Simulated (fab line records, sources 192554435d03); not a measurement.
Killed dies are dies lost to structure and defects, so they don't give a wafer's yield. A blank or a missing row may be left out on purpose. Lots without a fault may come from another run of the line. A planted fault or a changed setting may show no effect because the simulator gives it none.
Which tool did it? | flow n5_finfet | 10 lots, 30 wafers sampled, at 5 steps of a route of 1938

WHAT THE GAUGES READ, wafer by wafer
N5_BEOL_M14_CD_MEAS_10: target cd 250 nm. Usual: cd_nm 250.3 nm, standard deviation 1.9.
lot  | measured     | on        | cd_nm (nm)        | flag
L863 | day 10 14:07 | cd_sem-02 | 248.1 248.7 248.0 |
L866 | day 11 16:08 | cd_sem-02 | 251.4 251.6 253.7 |
L865 | day 11 17:11 | cd_sem-02 | 251.5 247.4 250.0 |
L868 | day 11 21:31 | cd_sem-01 | 248.1 246.7 248.7 |
L869 | day 12 03:02 | cd_sem-02 | 251.6 248.1 251.1 |
L870 | day 12 10:50 | cd_sem-02 | 250.2 252.5 250.7 |
L875 | day 14 17:37 | cd_sem-02 | 253.1 253.1 252.9 |
L881 | day 15 22:20 | cd_sem-01 | 237.7 237.9 235.2 | OFF
L884 | day 16 01:25 | cd_sem-03 | 248.2 250.0 249.0 |
L883 | day 16 14:01 | cd_sem-01 | 239.9 238.4 240.7 | OFF

WHICH TOOL RAN EACH LOT (tool, then ch and the chambers of the sampled wafers, then the start)
lot  | N5_BEOL_M13_ETCH_38                | N5_BEOL_M13_PRE_CLEAN_42     | N5_BEOL_M13_DEP_53              | N5_BEOL_M14_EXPOSE_07
L863 | rie_diel-04 ch 0,3, day 10 11:06   | pvd_sputter-03, day 10 11:52 | pecvd-01 ch 0, day 10 13:16     | krf_scanner-02 ch 0, day 10 13:56
L866 | rie_diel-04 ch 1,2,3, day 11 13:44 | pvd_sputter-03, day 11 14:09 | pecvd-01 ch 0,1,2, day 11 15:18 | krf_scanner-02 ch 0, day 11 15:58
L865 | rie_diel-04 ch 1,3, day 11 13:55   | pvd_sputter-03, day 11 15:14 | pecvd-01 ch 0,2, day 11 16:22   | krf_scanner-01 ch 0, day 11 17:01
L868 | rie_diel-04 ch 2,3, day 11 16:58   | pvd_sputter-01, day 11 19:38 | pecvd-04 ch 0,2, day 11 20:46   | krf_scanner-02 ch 0, day 11 21:21
L869 | rie_diel-04 ch 1,3, day 12 00:25   | pvd_sputter-02, day 12 01:03 | pecvd-01 ch 0,2, day 12 02:17   | krf_scanner-01 ch 0, day 12 02:52
L870 | rie_diel-04 ch 0,3, day 12 08:16   | pvd_sputter-01, day 12 08:56 | pecvd-04 ch 0,1,2, day 12 10:05 | krf_scanner-02 ch 0, day 12 10:40
L875 | rie_diel-03 ch 0,2, day 14 15:21   | pvd_sputter-01, day 14 15:37 | pecvd-01 ch 1,2, day 14 16:52   | krf_scanner-01 ch 0, day 14 17:26
L881 | rie_diel-05 ch 0,3, day 15 20:05   | pvd_sputter-03, day 15 20:34 | pecvd-01 ch 0,1,2, day 15 21:43 | krf_scanner-02 ch 0, day 15 22:10
L884 | rie_diel-03 ch 1,2,3, day 15 23:04 | pvd_sputter-02, day 15 23:32 | pecvd-03 ch 0,1,2, day 16 00:40 | krf_scanner-01 ch 0, day 16 01:14
L883 | rie_diel-03 ch 0,1,3, day 16 11:37 | pvd_sputter-02, day 16 12:08 | pecvd-03 ch 0,2, day 16 13:16   | krf_scanner-02 ch 0, day 16 13:50
- N5_BEOL_M13_ETCH_38: etches SiCN in CF4/N2, target depth 67.5 nm, time 71.9 s.
- N5_BEOL_M13_PRE_CLEAN_42: time 30 s.
- N5_BEOL_M13_DEP_53: deposits SiCN from 3MS/NH3, target thk 50 nm, time 17.8 s.
- N5_BEOL_M14_EXPOSE_07: exposes mask V13.

WHAT THE TOOLS THEMSELVES READ (means of the sampled wafers that have a number; where no wafer has one, the mark that the record gives instead)
N5_BEOL_M13_ETCH_38. Usual: drypump_motor_current_A 5.85 A, standard deviation 0.26; oes_product_au 0.77 a.u., standard deviation 0.077; rf_vpp_V 382.2 V, standard deviation 2.3; showerhead_plenum_p_Torr 2.21 Torr, standard deviation 0.085; throttle_valve_pct 15.50 %, standard deviation 0.26.
lot  | tool        | drypump_motor_current_A (A) | oes_product_au (a.u.) | rf_vpp_V (V) | showerhead_plenum_p_Torr (Torr) | throttle_valve_pct (%) | flag
L863 | rie_diel-04 | 5.98                        | 0.72                  | 381.8        | 2.17                            | 15.71                  |
L866 | rie_diel-04 | 5.95                        | 0.80                  | 382.6        | 2.23                            | 15.39                  |
L865 | rie_diel-04 | 6.13                        | 0.76                  | 380.7        | 2.18                            | 15.61                  |
L868 | rie_diel-04 | 6.02                        | 0.77                  | 382.3        | 2.25                            | 15.58                  |
L869 | rie_diel-04 | 6.07                        | 0.78                  | 380.7        | 2.16                            | 15.42                  |
L870 | rie_diel-04 | 6.01                        | 0.71                  | 382.6        | 2.16                            | 15.73                  |
L875 | rie_diel-03 | 6.08                        | 0.70                  | 382.6        | 2.21                            | 15.73                  |
L881 | rie_diel-05 | 5.88                        | 0.83                  | 381.0        | 2.14                            | 15.57                  |
L884 | rie_diel-03 | 5.72                        | 0.77                  | 382.6        | 2.23                            | 15.51                  |
L883 | rie_diel-03 | 5.87                        | 0.75                  | 382.2        | 2.20                            | 15.57                  |

N5_BEOL_M13_PRE_CLEAN_42. Usual: heater_power_w 318 W, standard deviation 33.
lot  | tool           | heater_power_w (W) | flag
L863 | pvd_sputter-03 | 313                |
L866 | pvd_sputter-03 | 328                |
L865 | pvd_sputter-03 | 334                |
L868 | pvd_sputter-01 | 284                |
L869 | pvd_sputter-02 | 290                |
L870 | pvd_sputter-01 | 292                |
L875 | pvd_sputter-01 | 299                |
L881 | pvd_sputter-03 | 313                |
L884 | pvd_sputter-02 | 325                |
L883 | pvd_sputter-02 | 319                |

N5_BEOL_M13_DEP_53. Usual: showerhead_plenum_p_Torr 4.159 Torr, standard deviation 0.016; throttle_valve_pct 18.4 %, standard deviation 1.4.
lot  | tool     | showerhead_plenum_p_Torr (Torr) | throttle_valve_pct (%) | flag
L863 | pecvd-01 | 4.151                           | 18.1                   |
L866 | pecvd-01 | 4.155                           | 18.0                   |
L865 | pecvd-01 | 4.154                           | 17.6                   |
L868 | pecvd-04 | 4.161                           | 17.6                   |
L869 | pecvd-01 | 4.153                           | 17.7                   |
L870 | pecvd-04 | 4.157                           | 18.4                   |
L875 | pecvd-01 | 4.147                           | 18.6                   |
L881 | pecvd-01 | 4.152                           | 18.2                   |
L884 | pecvd-03 | 4.178                           | 18.8                   |
L883 | pecvd-03 | 4.178                           | 18.5                   |

N5_BEOL_M14_EXPOSE_07. Usual: exposure_dose_mJ_cm2 56.98, standard deviation 0.057; focus_offset_nm 0.0 nm, standard deviation 0.5.
lot  | tool           | exposure_dose_mJ_cm2 | focus_offset_nm (nm) | flag
L863 | krf_scanner-02 | 57.02                | -0.3                 |
L866 | krf_scanner-02 | 57.06                | -0.2                 |
L865 | krf_scanner-01 | 56.99                | 0.0                  |
L868 | krf_scanner-02 | 56.96                | 0.4                  |
L869 | krf_scanner-01 | 56.96                | 0.2                  |
L870 | krf_scanner-02 | 56.98                | 0.6                  |
L875 | krf_scanner-01 | 56.94                | 0.1                  |
L881 | krf_scanner-02 | 53.00                | -0.4                 | OFF
L884 | krf_scanner-01 | 56.98                | -0.5                 |
L883 | krf_scanner-02 | 53.74                | -0.6                 | OFF

THE ANSWER, worked out from the rows above alone
Rule: a lot is off if the mean of its wafers that have a number lies more than 3 standard deviations from the usual mean. A lot without any number at a reading at which 4 lots or more have one is off too. The other lots that the step has rows for count as sound. The gauges are gone through in route order, then the tools' own readings, and for those a lot's mean is taken as printed above. The first step at which some lot is off is used, and at that step the reading that is off furthest; a lot without a number counts as furthest.
Off: L881, L883, at N5_BEOL_M14_CD_MEAS_10 (cd_nm).
A tool fits if, at a process step before that reading, it ran every lot that is off, and no sound lot after the first of them. The gauges at N5_BEOL_M14_CD_MEAS_10 aren't tried: what is off there is off at N5_BEOL_M14_EXPOSE_07 too, on other tools, and a gauge's error can't cause that. One fits: krf_scanner-02 at N5_BEOL_M14_EXPOSE_07. Its last sound lot is L870 (day 12 10:40), its first lot that is off L881 (day 15 22:10): a fault that began between those two fits.
The tool's own readings at N5_BEOL_M14_EXPOSE_07 bear it out: on the lots that are off they differ by more than 5 times the standard deviation of the sound lots' means. exposure_dose_mJ_cm2 reads 53.37 there against 56.99 on the sound lots.

WHAT THE SIMULATOR HAD PUT IN
Process parameter drift: krf_scanner-02, from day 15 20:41 on, at N5_BEOL_M14_EXPOSE_07. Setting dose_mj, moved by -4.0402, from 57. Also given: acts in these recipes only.
Lots struck among those shown: L881, L883. The rule above found the same.
